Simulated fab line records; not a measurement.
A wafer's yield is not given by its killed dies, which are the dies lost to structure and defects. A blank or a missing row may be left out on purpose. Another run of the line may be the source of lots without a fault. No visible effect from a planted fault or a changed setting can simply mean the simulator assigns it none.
fab line records | flow nand_harc
record: lots: 11 wafers: 33 last_day: 32
route steps=1302 shown A_BONDPAD@1218 HYBRID_BOND@1237 THIN_TSV@1245 END@1302
lots that met no fault: taken from a fault-free run of the same line
start_h: hours from the record's opening day to when the first of the lot's shown wafers began | wait_h: how many hours have passed since the lot's step before this one | " same as the row above | L1.1+2: several wafers, shown together as one row | - no value present, or no start provided | * or withheld: withheld | < > ~ a bound
route shown NAME@n: a module of which the file shows steps, and the number in the route of the first | usual: mean/standard deviation of fault-free wafers | same: alike in all rows | chamber/n: place in a boat | sites: the reading at each site | _std_site: standard deviation of those values | _edge_site: the outer-site mean with the inner-site mean subtracted | radius_mm: how far each site lies from the wafer's centre | mask NAME#n: copy n | behind: the most recent tool/chamber to have shaped the wafer | hold: the reason the lot was held/the length of the hold in hours/how it ended | device: transistor that didn't switch, given as n, p or np | end of line: tests run on the same wafers once the route is complete | a step given without rows: its recipe and nothing more | killed: not the wafer's yield, but the dies lost to structure and defects at the first sort | map: a wafer's dies, marking killed ones x, the rest . and places with no die _
set.NAME: the setting as run; set.NAME@STEP: as run at that earlier step | model.NAME: the simulator's own value behind a step, which no gauge read
one table for each step of the route and one row for each wafer, over a sample of lots
services: from which hour (start_h, from the record's first day; less than 0 if before it) a tool's chamber was out of use, for how many hours, and why
== steps ==
step: NHARC_A_BONDPAD_DESCUM_11
recipe: time_s: 3 o2_flow_sccm: 200 ar_flow_sccm: 0 bias_power_w: 0 chemistry: O2
usual: drypump_motor_current_A: 5.8/0.38 oes_product_au: 1.004/0.01 rf_vpp_V: 57.7/0.95 showerhead_plenum_p_Torr: 1.90/0.081 throttle_valve_pct: 11.310/0.0097
columns lot.wafer tool chamber start_h wait_h drypump_motor_current_A oes_product_au rf_hours_counter_h rf_vpp_V showerhead_plenum_p_Torr throttle_valve_pct
L853.3 rie_diel-13 2 528.99 - 5.9 0.995 0 57.9 1.81 11.297
L853.2 " 0 " " 6.5 1.018 0 59.2 2.03 11.309
L853.5 " 3 " " 5.2 0.999 - 56.5 1.81 11.307
L854.3 rie_diel-06 2 532.57 - 6.0 0.998 1 58.2 1.99 11.322
L854.2 " 0 " " 5.8 1.002 1 57.2 1.82 11.313
L854.5 " 3 " " 5.4 0.999 - 58.5 1.96 11.300
L855.3 rie_diel-06 1 542.92 - 5.9 0.999 2 56.8 1.85 11.317
L855.6 " 0 " " 5.8 1.011 - 58.3 1.82 11.312
L855.5 " 3 " " 5.4 1.007 - 57.6 1.96 11.323
L856.4 rie_diel-13 3 571.37 - 5.1 0.998 8 57.3 1.81 11.308
L856.2 " 0 " " 6.5 1.009 8 56.9 2.03 11.324
L856.6 " 1 " " 5.1 0.992 - 57.4 1.78 11.314
L858.2 rie_diel-06 2 573.62 - 6.0 0.999 2 58.9 1.99 11.310
L858.5 " 3 " " 5.4 0.997 - 58.5 1.96 11.293
L858.6 " 0 " " 5.8 0.994 - 57.0 1.82 11.314
L857.4 rie_diel-06 0 578.00 - 5.8 0.994 2 58.1 1.82 11.295
L857.3 " 1 " " 5.9 1.015 3 56.7 1.85 11.315
L857.5 " 0 " " 5.8 0.990 - 57.2 1.82 11.309
L859.4 rie_diel-13 2 590.99 - 5.9 0.992 12 57.3 1.80 11.305
L859.3 " 3 " " 5.1 1.005 12 56.3 1.81 11.317
L859.6 " 0 " " 6.5 1.014 - 57.7 2.03 11.308
L861.2 rie_diel-06 2 613.69 - 6.0 1.003 4 57.9 1.99 11.312
L861.5 " 3 " " 5.4 1.007 - 57.3 1.96 11.315
L861.4 " 2 " " 6.0 1.002 - 58.8 1.99 11.313
L860.4 rie_diel-13 0 614.30 - 6.5 1.000 16 58.1 2.03 11.308
L860.2 " 2 " " 5.8 0.988 17 56.8 1.80 11.316
L860.6 " 3 " " 5.2 0.989 - 57.5 1.81 11.296
L862.3 rie_diel-06 1 619.56 - 6.0 1.011 4 58.8 1.85 11.324
L862.2 " 2 " " 6.0 0.994 4 56.9 1.99 11.308
L862.4 " 1 " " 6.0 1.014 - 57.9 1.85 11.309
L873.3 rie_diel-13 3 723.26 - 5.2 0.998 3 56.2 1.80 11.305
L873.1 " 1 " " 5.1 1.000 4 56.8 1.78 11.323
L873.6 " 2 " " 5.9 0.989 - 58.0 1.80 11.321
step: NHARC_A_BONDPAD_ETCH_12
recipe: target_depth_a: 2200 time_s: 110 chf3_flow_sccm: 50 o2_flow_sccm: 10 ar_flow_sccm: 200 rf_w: 500 bias_w: 200 chemistry: CHF3/O2
usual: drypump_motor_current_A: 5.8/0.38 oes_product_au: 0.952/0.022 rf_vpp_V: 370.2/2.3 showerhead_plenum_p_Torr: 2.38/0.096 throttle_valve_pct: 20.572/0.0097
columns lot.wafer tool chamber start_h wait_h drypump_motor_current_A oes_product_au rf_hours_counter_h rf_vpp_V showerhead_plenum_p_Torr throttle_valve_pct
L853.2 rie_diel-13 2 - - 5.9 0.952 0 368.4 2.28 20.572
L853.3 " 0 " " 6.5 0.975 0 373.9 2.54 20.560
L853.5 " 2 " " 5.9 0.955 - 366.9 2.28 20.580
L854.2 rie_diel-06 1 - - 5.9 0.982 1 369.6 2.33 20.569
L854.3 " 3 " " 5.4 0.964 1 371.9 2.46 20.563
L854.5 " 0 " " 5.8 0.980 - 368.8 2.29 20.581
L855.3 rie_diel-06 0 - - 5.8 0.932 2 367.4 2.29 20.559
L855.5 " 1 " " 5.9 0.934 - 368.6 2.33 20.563
L855.6 " 3 " " 5.4 0.928 - 371.9 2.46 20.555
L856.4 rie_diel-13 3 - - 5.2 0.922 8 366.7 2.28 20.576
L856.2 " 2 " " 5.9 0.917 8 367.9 2.27 20.570
L856.6 " 3 " " 5.2 0.930 - 367.1 2.28 20.567
L858.2 rie_diel-06 3 - - 5.4 0.968 2 371.9 2.46 20.580
L858.5 " 1 " " 6.0 0.973 - 370.6 2.33 20.561
L858.6 " 2 " " 6.0 0.969 - 372.8 2.49 20.567
L857.4 rie_diel-06 3 - - 5.4 0.958 3 371.4 2.46 20.577
L857.3 " 0 " " 5.8 0.960 2 368.4 2.29 20.582
L857.5 " 3 " " 5.4 0.960 - 371.7 2.46 20.556
L859.4 rie_diel-13 1 - - 5.1 0.914 12 366.5 2.24 20.578
L859.3 " 2 " " 5.9 0.912 12 367.4 2.27 20.584
L859.6 " 2 " " 5.9 0.926 - 366.4 2.27 20.579
L861.2 rie_diel-06 3 - - 5.4 0.966 4 371.6 2.46 20.564
L861.4 " 3 " " 5.4 0.962 - 371.8 2.46 20.564
L861.5 " 2 " " 6.0 0.961 - 371.3 2.49 20.565
L860.4 rie_diel-13 3 - - 5.1 0.929 16 368.1 2.28 20.573
L860.2 " 2 " " 5.9 0.926 17 366.8 2.27 20.558
L860.6 " 3 " " 5.1 0.931 - 368.8 2.28 20.578
L862.2 rie_diel-06 2 - - 6.0 0.929 4 372.7 2.49 20.571
L862.3 " 1 " " 6.0 0.927 4 369.4 2.33 20.575
L862.4 " 1 " " 5.9 0.932 - 369.6 2.33 20.564
L873.3 rie_diel-13 2 - - 5.9 0.965 3 368.2 2.26 20.589
L873.1 " 0 " " 6.5 0.996 4 373.0 2.53 20.572
L873.6 " 1 " " 5.2 0.981 - 366.0 2.24 20.580
step: NHARC_HYBRID_BOND_ACTIVATE_00
recipe: time_s: 60 n2_flow_sccm: 200 ar_flow_sccm: 0 bias_power_w: 0 chemistry: N2
usual: drypump_motor_current_A: 5.7/0.42 n2_flow_sccm: 200.0/0.68 oes_product_au: 0.997/0.0082 rf_vpp_V: 64.0/0.88 run_length_s: 81.1/0.47 showerhead_plenum_p_Torr: 1.75/0.089
columns lot.wafer tool chamber start_h wait_h drypump_motor_current_A n2_flow_sccm oes_product_au rf_hours_counter_h rf_vpp_V run_length_s showerhead_plenum_p_Torr
L853.3 rie_diel-03 1 531.63 0.1 5.4 200.3 1.006 6 64.9 80.6 1.88
L853.2 " 2 " " 5.6 200.5 0.978 6 64.3 81.6 1.71
L853.5 " 1 " " 5.4 200.1 1.004 - 63.4 80.4 1.88
L854.2 rie_diel-03 0 535.31 0.1 5.4 200.1 1.006 7 62.5 81.8 1.63
L854.3 " 1 " " 5.4 200.6 1.014 6 64.0 80.4 1.88
L854.5 " 3 " " 6.4 198.5 0.988 - 64.7 81.0 1.80
L855.3 rie_diel-03 3 545.66 0.1 6.4 200.3 0.987 7 64.8 81.3 1.80
L855.5 " 3 " " 6.4 199.9 0.990 - 65.1 81.3 1.80
L855.6 " 2 " " 5.6 201.7 0.985 - 64.8 80.9 1.71
L856.2 rie_diel-03 1 573.98 0.1 5.4 199.5 0.999 10 63.9 80.3 1.88
L856.4 " 2 " " 5.6 199.5 1.001 10 63.9 81.6 1.70
L856.6 " 1 " " 5.5 200.2 1.007 - 64.4 80.9 1.88
L858.2 rie_diel-03 1 576.24 0.1 5.5 199.5 1.020 10 64.3 80.4 1.88
L858.5 " 0 " " 5.4 200.4 1.016 - 62.4 81.2 1.63
L858.6 " 1 " " 5.5 200.4 0.999 - 65.9 80.7 1.88
L857.4 rie_diel-07 0 580.63 0.1 5.1 199.5 0.997 33 63.4 81.3 1.71
L857.3 " 3 " " 6.0 201.0 0.997 30 63.6 82.1 1.72
L857.5 " 1 " " 6.3 198.8 0.997 - 62.8 81.2 1.76
L859.3 rie_diel-07 3 593.64 0.1 6.1 199.3 0.990 33 63.6 82.1 1.72
L859.4 " 1 " " 6.3 200.1 0.990 31 64.9 81.0 1.76
L859.6 " 2 " " 5.7 199.2 0.988 - 62.6 80.9 1.63
L861.4 rie_diel-03 3 616.38 0.1 6.4 200.3 0.994 16 64.0 81.2 1.80
L861.2 " 1 " " 5.4 199.4 1.008 15 63.9 80.6 1.88
L861.5 " 2 " " 5.5 200.0 1.001 - 63.8 80.9 1.70
L860.4 rie_diel-07 0 617.12 0.1 5.1 201.0 0.990 45 64.3 81.6 1.71
L860.2 " 3 " " 6.0 200.3 1.001 43 64.6 82.4 1.72
L860.6 " 0 " " 5.1 200.9 0.991 - 62.8 81.3 1.71
L862.4 rie_diel-03 2 622.28 0.1 5.5 200.0 0.989 15 62.3 80.6 1.70
L862.3 " 3 " " 6.4 200.9 0.998 16 64.9 81.1 1.80
L862.2 " 0 " " 5.4 199.9 0.997 11 64.3 81.3 1.63
L873.1 rie_diel-03 3 725.91 0.1 6.4 200.9 0.992 7 64.2 81.3 1.80
L873.3 " 1 " " 5.4 199.7 1.002 7 65.7 80.7 1.87
L873.6 " 0 " " 5.4 200.4 0.987 - 64.6 79.3 1.63
step: NHARC_THIN_TSV_CMP_01
recipe: target_thk_um: 3
usual: motor_current_A: 11.8/1.2
columns lot.wafer tool chamber start_h wait_h motor_current_A
L853.3 cmp-04 1 540.80 0.6 10.8
L853.2 " 2 " " 9.6
L853.5 " 2 " " 9.8
L854.2 cmp-04 0 546.17 0.8 11.7
L854.3 " 3 " " 13.3
L854.5 " 1 " " 11.0
L855.3 cmp-04 0 556.67 0.7 11.9
L855.6 " 3 " " 13.8
L855.5 " 0 " " 11.7
L858.2 cmp-03 1 585.02 0.9 10.6
L858.5 " 2 " " 11.5
L858.6 " 3 " " 11.1
L856.2 cmp-02 0 586.15 0.8 13.6
L856.4 " 1 " " 11.6
L856.6 " 0 " " 13.4
L857.4 cmp-02 1 591.54 0.5 12.9
L857.3 " 2 " " 11.1
L857.5 " 3 " " 11.2
L859.3 cmp-02 0 604.44 0.7 14.1
L859.4 " 1 " " 12.4
L859.6 " 0 " " 13.3
L860.2 cmp-03 3 629.18 0.9 11.4
L860.4 " 1 " " 10.7
L860.6 " 2 " " 12.0
L861.2 cmp-03 0 630.38 0.9 12.1
L861.4 " 1 " " 11.2
L861.5 " 3 " " 11.4
L862.4 cmp-03 3 633.47 0.4 11.6
L862.3 " 0 " " 12.6
L862.2 " 1 " " 11.1
L873.3 cmp-02 3 745.21 0.6 11.8
L873.1 " 1 " " 12.2
L873.6 " 3 " " 10.8
step: NHARC_END_SORT_01
recipe: temp_c: 25
usual: defect_limited_yield: 91.5/2.9 killed_at_array: 53/20 killed_at_other: 1/1.2 killed_at_periphery: 3.7/2.6 killed_dies: 58/20 killed_open: 3.5/1.8 killed_short: 2.4/1.7 sort_bin_2_pct: 3.1/1.3 sort_bin_3_pct: 0.6/0.4 sort_bin_4_pct: 4.9/1.7 sort_n_pass: 619/20 sort_rim_yield_pct: 92/4 sort_yield_pct: 91.5/2.9
same: gross_dies: 677 sort_bin_5_pct[%]: 0 sort_bin_6_pct[%]: 0 sort_bin_7_pct[%]: 0 sort_bin_8_pct[%]: 0 sort_rim_n_gross: 106.00
columns lot.wafer tool chamber start_h wait_h defect_limited_yield[%] killed_at_array killed_at_other killed_at_periphery killed_dies killed_open killed_short sort_bin_2_pct[%] sort_bin_3_pct[%] sort_bin_4_pct[%] sort_n_pass sort_rim_yield_pct[%] sort_yield_pct[%]
L861.2 prober-02 0 646.45 2.8 88.2 76 1 3 80 3 6 4.7 0.6 6.5 597 97 88.2
L861.4 prober-02 0 648.02 3.4 89.1 73 0 1 74 3 4 4.0 0.6 6.4 603 97 89.1
L861.5 prober-02 0 648.81 3.6 87.3 82 0 4 86 7 3 5.3 1.5 5.9 591 98 87.3
L862.2 prober-01 0 654.16 2.8 91.6 55 1 1 57 6 0 2.4 0.6 5.5 620 90 91.6
L862.3 prober-01 0 654.96 3.1 93.9 37 2 2 41 0 4 1.9 0.3 3.8 636 89 93.9
L862.4 prober-01 0 655.75 3.4 90.8 58 3 1 62 4 1 4.1 0.3 4.7 615 87 90.8
killed by level:class
L861.2 A_CHANNEL_HOLE_D2:chamber_film_flake=36 A_CHANNEL_HOLE_D1:chamber_film_flake=29 A_STAIRCASE:chamber_film_flake=3 A_ONON_D2:geometric_particle:short=2 A_WL_FILL:geometric_particle:short=2 P_GATE:geometric_particle:open=1 P_CONTACT:geometric_particle:open=1 A_CHANNEL_HOLE_D2:geometric_particle:short=1
L861.4 A_CHANNEL_HOLE_D1:chamber_film_flake=28 A_CHANNEL_HOLE_D2:chamber_film_flake=25 A_STAIRCASE:chamber_film_flake=3 A_CONTACT:chamber_film_flake=3 A_ZERO_WELL:chamber_film_flake=2 A_CHANNEL_FILL_D1:chamber_film_flake=2 A_SLIT:chamber_film_flake=2 P_CONTACT:geometric_particle:short=1
L861.5 A_CHANNEL_HOLE_D1:chamber_film_flake=40 A_CHANNEL_HOLE_D2:chamber_film_flake=27 A_CONTACT:chamber_film_flake=3 P_CONTACT:geometric_particle:open=2 A_ONON_D2:geometric_particle:open=2 A_CONTACT:geometric_particle:open=2 P_ZERO_WELL:chamber_film_flake=2 A_STAIRCASE:chamber_film_flake=2
L862.2 A_SLIT:chamber_film_flake=29 A_STAIRCASE:chamber_film_flake=6 A_CHANNEL_HOLE_D2:chamber_film_flake=5 A_CHANNEL_FILL_D2:chamber_film_flake=3 A_CONTACT:chamber_film_flake=3 A_CHANNEL_HOLE_D1:chamber_film_flake=2 A_ONON_D1:geometric_particle:open=1 A_CHANNEL_FILL_D1:geometric_particle:open=1
L862.3 A_SLIT:chamber_film_flake=10 A_CHANNEL_HOLE_D2:chamber_film_flake=7 A_CHANNEL_FILL_D2:chamber_film_flake=6 A_CHANNEL_HOLE_D1:chamber_film_flake=5 A_STAIRCASE:chamber_film_flake=3 P_M2:chamber_film_flake=2 THIN_TSV:chamber_film_flake=2 A_CONTACT:chamber_film_flake=2
L862.4 A_SLIT:chamber_film_flake=24 A_CHANNEL_HOLE_D2:chamber_film_flake=11 A_CHANNEL_FILL_D2:chamber_film_flake=6 A_STAIRCASE:chamber_film_flake=5 A_CHANNEL_HOLE_D1:chamber_film_flake=4 THIN_TSV:chamber_film_flake=3 A_ONON_D1:geometric_particle:short=1 A_ONON_D1:geometric_particle:open=1
== services ==
columns tool chamber start_h hours kind
rie_diel-13 2 515.42 8.9 repair
rie_diel-13 - 519.50 9.0 pm
rie_diel-03 - 521.08 1.2 repair
rie_diel-03 - 522.61 0.4 repair
cmp-02 - 528.72 4.0 pm
rie_diel-06 2 535.45 16.6 repair
rie_diel-03 0 543.91 14.9 repair
cmp-02 - 549.91 1.0 repair
cmp-03 - 554.11 4.0 pm
cmp-03 - 574.87 1.3 repair
rie_diel-06 1 580.03 2.5 repair
rie_diel-13 0 581.21 2.0 repair
rie_diel-03 0 590.83 8.3 repair
rie_diel-06 0 609.37 13.0 repair
rie_diel-06 1 620.56 7.1 repair
rie_diel-03 - 635.55 9.0 pm
rie_diel-13 2 656.08 23.4 repair
rie_diel-13 0 658.12 8.8 repair
rie_diel-06 - 661.21 9.0 pm
rie_diel-13 - 661.48 13.2 repair
rie_diel-13 - 681.11 1.4 repair
rie_diel-13 - 696.50 9.0 pm
rie_diel-03 - 735.33 0.4 repair
rie_diel-13 3 742.11 7.4 repair
== key ==
first_sign: step: NHARC_HYBRID_BOND_ACTIVATE_00 reading: run_length_s direction: down sigmas: 3.8 usual: * struck: *
effect none on later readings
met_at NHARC_HYBRID_BOND_ACTIVATE_00
struck_lots L873
struck_wafers L873.6
not_acting_at NHARC_A_BONDPAD_DESCUM_11,NHARC_A_BONDPAD_ETCH_12,NHARC_THIN_TSV_CMP_01
onset_between 622.28 725.91
fault: kind: process_parameter_drift tool: rie_diel-03 chamber: - onset_h: 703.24 steps: NHARC_HYBRID_BOND_ACTIVATE_00 channel: time_s offset: * shape: step end_h: 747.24 scope: struck_wafers_only acts_in: * stated: *
